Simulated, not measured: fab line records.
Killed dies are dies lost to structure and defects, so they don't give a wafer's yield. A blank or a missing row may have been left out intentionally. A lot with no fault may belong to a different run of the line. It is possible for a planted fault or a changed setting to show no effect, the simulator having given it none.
Which tool is to blame? -- flow nand harc -- 33 wafers from 11 lots sampled at 5 of the route's 1159 steps

== WHAT THE GAUGES SHOWED, per wafer ==
NHARC_END_WLT_00. Usual: VT_DECK1_BOTTOM 0.875, standard deviation 0.0083; VT_DECK1_BOTTOM_INNER 0.874, standard deviation 0.0078; VT_DECK1_MEDIAN_NEAR_BOTTOM 0.876, standard deviation 0.008; VT_DECK1_MEDIAN_NEAR_BOTTOM_INNER 0.875, standard deviation 0.008; VT_DECK1_MIDDLE 0.887, standard deviation 0.0072; VT_DECK1_MIDDLE_INNER 0.886, standard deviation 0.0073; VT_DECK1_TOP 0.898, standard deviation 0.0071; VT_DECK1_TOP_INNER 0.898, standard deviation 0.0071.
lot,measured,on,VT_DECK1_BOTTOM,VT_DECK1_BOTTOM_INNER,VT_DECK1_MEDIAN_NEAR_BOTTOM,VT_DECK1_MEDIAN_NEAR_BOTTOM_INNER,VT_DECK1_MIDDLE,VT_DECK1_MIDDLE_INNER,VT_DECK1_TOP,VT_DECK1_TOP_INNER,flag
L801,day 20 09:01,prober-01,0.888 0.879 0.880,0.886 0.876 0.885,0.883 0.873 0.889,0.892 0.882 0.890,0.892 0.890 0.891,0.894 0.892 0.888,0.897 0.895 0.894,0.902 0.904 0.902,
L804,day 20 01:44,prober-02,0.872 0.879 0.870,0.867 0.875 0.856,0.866 0.882 0.868,0.875 0.881 0.864,0.887 0.886 0.879,0.888 0.891 0.884,0.901 0.897 0.905,0.896 0.900 0.902,
L802,day 20 09:32,prober-02,0.871 0.877 0.875,0.871 0.870 0.877,0.875 0.868 0.878,0.876 0.868 0.876,0.890 0.889 0.892,0.880 0.889 0.891,0.897 0.892 0.895,0.899 0.895 0.898,
L807,day 21 00:55,prober-02,0.888 0.884 0.886,0.883 0.870 0.878,0.880 0.882 0.882,0.878 0.881 0.888,0.893 0.887 0.884,0.889 0.889 0.888,0.906 0.911 0.913,0.900 0.900 0.907,
L809,day 21 16:26,prober-02,0.874 0.863 0.861,0.874 0.863 0.867,0.875 0.867 0.872,0.871 0.869 0.874,0.889 0.876 0.889,0.887 0.878 0.881,0.895 0.892 0.894,0.901 0.889 0.890,
L810,day 21 16:29,prober-01,0.873 0.859 0.873,0.866 0.881 0.870,0.874 0.867 0.885,0.873 0.868 0.881,0.890 0.885 0.891,0.873 0.888 0.888,0.896 0.895 0.892,0.905 0.896 0.897,
L811,day 22 00:18,prober-01,0.868 0.862 0.873,0.872 0.859 0.864,0.868 0.865 0.868,0.870 0.858 0.871,0.882 0.871 0.876,0.879 0.873 0.882,0.892 0.892 0.881,0.889 0.887 0.896,
L816,day 23 01:20,prober-01,0.875 0.869 0.866,0.875 0.874 0.874,0.880 0.880 0.869,0.868 0.872 0.872,0.891 0.893 0.887,0.875 0.893 0.882,0.891 0.902 0.904,0.903 0.901 0.896,
L814,day 23 01:52,prober-02,0.878 0.875 0.882,0.874 0.875 0.886,0.887 0.880 0.876,0.876 0.884 0.881,0.890 0.895 0.887,0.884 0.879 0.883,0.899 0.898 0.901,0.887 0.892 0.903,
L817,day 23 17:20,prober-01,0.884 0.869 0.881,0.870 0.884 0.870,0.875 0.873 0.876,0.880 0.869 0.876,0.889 0.883 0.889,0.882 0.892 0.878,0.902 0.899 0.890,0.892 0.893 0.891,
L823,day 24 12:31,prober-02,0.876 0.867 0.872,0.875 0.866 0.871,0.881 0.860 0.878,0.878 0.870 0.871,0.882 0.889 0.887,0.884 0.889 0.888,0.891 0.898 0.897,0.899 0.888 0.897,

NHARC_END_SORT_01. Usual: defect limited yield 95.7 %, standard deviation 1.5; killed at array 25, standard deviation 10; killed at other 0.6, standard deviation 0.91; killed at periphery 3.6, standard deviation 2.9; killed dies 29, standard deviation 10; killed open 3.3, standard deviation 2; killed short 1.9, standard deviation 1.5; sort_bin_2_pct 1.3 %, standard deviation 0.61; sort_bin_3_pct 0.26 %, standard deviation 0.19; sort_bin_4_pct 2.7 %, standard deviation 1; sort n pass 648, standard deviation 10; sort rim yield pct 94 %, standard deviation 3.2; sort yield pct 95.7 %, standard deviation 1.5.
lot,measured,on,defect limited yield (%),killed at array,killed at other,killed at periphery,killed dies,killed open,killed short,sort_bin_2_pct (%),sort_bin_3_pct (%),sort_bin_4_pct (%),sort n pass,sort rim yield pct (%),sort yield pct (%),flag
L801,day 20 12:20,prober-01,96.0 94.5 95.3,20 34 29,1 0 1,6 3 2,27 37 32,4 5 6,2 4 2,1.0 1.9 1.5,0.30 0.15 0.59,2.7 3.4 2.7,650 640 645,92 88 92,96.0 94.5 95.3,
L816,day 23 04:22,prober-01,96.6,13,0,10,23,1,0,1.5,0,1.9,654,96,96.6,
L814,day 23 05:12,prober-02,83.2 92.8 92.6,55 49 50,56 0 0,3 0 0,114 49 50,7 2 2,0 1 1,9.2 1.6 2.7,1.03 0.44 0.15,6.6 5.2 4.6,563 628 627,85 92 95,83.2 92.8 92.6,OFF
L817,day 23 20:19,prober-01,94.1 85.5 93.9,36 33 37,2 62 2,2 3 2,40 98 41,2 2 2,1 3 0,1.8 8.1 3.0,0 1.48 0.30,4.1 4.9 2.8,637 579 636,92 82 92,94.1 85.5 93.9,OFF

== WHAT TOOL EACH LOT RAN ON (gives the tool, then ch and the chambers of the sampled wafers, and finally the start) ==
lot,NHARC_A_BONDPAD_STRIP_15,NHARC_THIN_TSV_STRIP_62,NHARC_THIN_TSV_PVD_51
L801,"rie diel-03 ch 0,1,2, day 18 18:54","plasma asher-01 ch 0,1, day 19 15:13","pvd sputter-02, day 19 15:39"
L804,"rie diel-01 ch 1,2,3, day 18 22:50","plasma asher-01 ch 0,1, day 19 16:15","pvd sputter-01, day 19 16:44"
L802,"rie diel-03 ch 0,1,3, day 18 23:04","plasma asher-01 ch 0,1, day 19 19:14","pvd sputter-02, day 19 19:43"
L807,"rie diel-01 ch 0,1,3, day 19 23:32","plasma asher-02 ch 0,1, day 20 18:07","pvd sputter-02, day 20 18:35"
L809,"rie diel-01 ch 0,1, day 20 02:04","plasma asher-02 ch 0,1, day 20 21:49","pvd sputter-01, day 20 22:17"
L810,"rie diel-01 ch 0,2,3, day 20 04:58","plasma asher-01 ch 0,1, day 20 20:49","pvd sputter-03, day 20 21:16"
L811,"rie diel-03 ch 0,1,2, day 20 18:54","plasma asher-01 ch 0,1, day 21 14:13","pvd sputter-02, day 21 14:41"
L816,"rie diel-03 ch 1,2,3, day 21 16:07","plasma asher-01 ch 0, day 22 16:04","pvd sputter-03, day 22 16:31"
L814,"rie diel-01 ch 2,3, day 22 02:23","plasma asher-01 ch 0,1, day 22 17:25","pvd sputter-02, day 22 17:53"
L817,"rie diel-01 ch 2,3, day 22 13:22","plasma asher-01 ch 0,1, day 23 08:14","pvd sputter-02, day 23 08:41"
L823,"rie diel-01 ch 0,1,3, day 23 02:02","plasma asher-02 ch 1, day 23 20:35","pvd sputter-01, day 23 21:07"
- NHARC_A_BONDPAD_STRIP_15: strips in O2.
- NHARC_THIN_TSV_STRIP_62: strips in N2/H2, time 20 s.
- NHARC_THIN_TSV_PVD_51: deposits Cu, target thk 100 nm.

== AS READ BY THE TOOLS THEMSELVES (means over the sampled wafers that have a number; for cases with no such wafer, the mark the record gives instead) ==
NHARC_A_BONDPAD_STRIP_15. Usual: drypump motor current A 5.9 A, standard deviation 0.39; oes product au 1.000 a.u., standard deviation 0.01; rf vpp V 57.7 V, standard deviation 0.92; showerhead plenum p Torr 3.51 Torr, standard deviation 0.16; throttle valve pct 17.037 %, standard deviation 0.0086.
lot,tool,drypump motor current A (A),oes product au (a.u.),rf vpp V (V),showerhead plenum p Torr (Torr),throttle valve pct (%),flag
L801,rie diel-03,5.8,1.008,57.4,3.49,17.031,
L804,rie diel-01,5.7,0.992,57.3,3.45,17.036,
L802,rie diel-03,6.2,0.993,58.4,3.40,17.041,
L807,rie diel-01,5.9,0.993,57.4,3.55,17.035,
L809,rie diel-01,5.8,1.001,57.4,3.69,17.040,
L810,rie diel-01,5.9,1.006,57.5,3.51,17.027,
L811,rie diel-03,5.8,1.004,57.3,3.49,17.045,
L816,rie diel-03,6.1,0.994,57.4,3.47,17.035,
L814,rie diel-01,6.0,0.991,56.9,3.38,17.046,
L817,rie diel-01,5.9,0.995,57.5,3.38,17.041,
L823,rie diel-01,5.9,1.011,58.3,3.55,17.041,

NHARC_THIN_TSV_STRIP_62. Usual: drypump motor current A 6.2 A, standard deviation 0.33; heater power w 322 W, standard deviation 41.
lot,tool,drypump motor current A (A),heater power w (W),flag
L801,plasma asher-01,6.5,334,
L804,plasma asher-01,6.5,357,
L802,plasma asher-01,6.5,330,
L807,plasma asher-02,6.0,285,
L809,plasma asher-02,6.0,290,
L810,plasma asher-01,6.5,367,
L811,plasma asher-01,6.5,365,
L816,plasma asher-01,6.5,388,
L814,plasma asher-01,6.5,367,
L817,plasma asher-01,6.5,345,
L823,plasma asher-02,6.1,310,

NHARC_THIN_TSV_PVD_51. Usual: throttle valve pct at 30.2 %, with a standard deviation of 1.1.
lot,tool,throttle valve pct (%),flag
L801,pvd sputter-02,30.1,
L804,pvd sputter-01,30.0,
L802,pvd sputter-02,30.7,
L807,pvd sputter-02,30.8,
L809,pvd sputter-01,30.6,
L810,pvd sputter-03,29.0,
L811,pvd sputter-02,30.1,
L816,pvd sputter-03,29.8,
L814,pvd sputter-02,31.1,
L817,pvd sputter-02,30.7,
L823,pvd sputter-01,30.6,

== THE ANSWER, worked out from the rows above alone ==
Rule: take the mean of a lot's wafers that have a number; if it is more than 3 standard deviations from the usual mean, the lot is off. Also off: a lot with no number at a reading for which 4 or more lots have one. Any other lot the step has rows for is counted as sound. Order of review: gauges by route order, followed by the tools' own readings, for which a lot's mean as printed above is used. At the first step where some lot is off, the reading lying furthest off is the one used; lots without a number count as furthest.
Off, at NHARC_END_SORT_01 on killed at other: L814, L817. Neither off nor sound, because the step has no rows for them: L804, L802, L807, L809, L810, L811, L823.
A tool fits if, at a process step before that reading, it ran every lot that is off, and no sound lot after the first of them. Gauges at NHARC_END_SORT_01: tried the same way as those tools. Can't be told from this: 3 tools fit, rie diel-01 at NHARC_A_BONDPAD_STRIP_15, plasma asher-01 at NHARC_THIN_TSV_STRIP_62, pvd sputter-02 at NHARC_THIN_TSV_PVD_51.

== WHAT THE SIMULATOR HAD PUT IN ==
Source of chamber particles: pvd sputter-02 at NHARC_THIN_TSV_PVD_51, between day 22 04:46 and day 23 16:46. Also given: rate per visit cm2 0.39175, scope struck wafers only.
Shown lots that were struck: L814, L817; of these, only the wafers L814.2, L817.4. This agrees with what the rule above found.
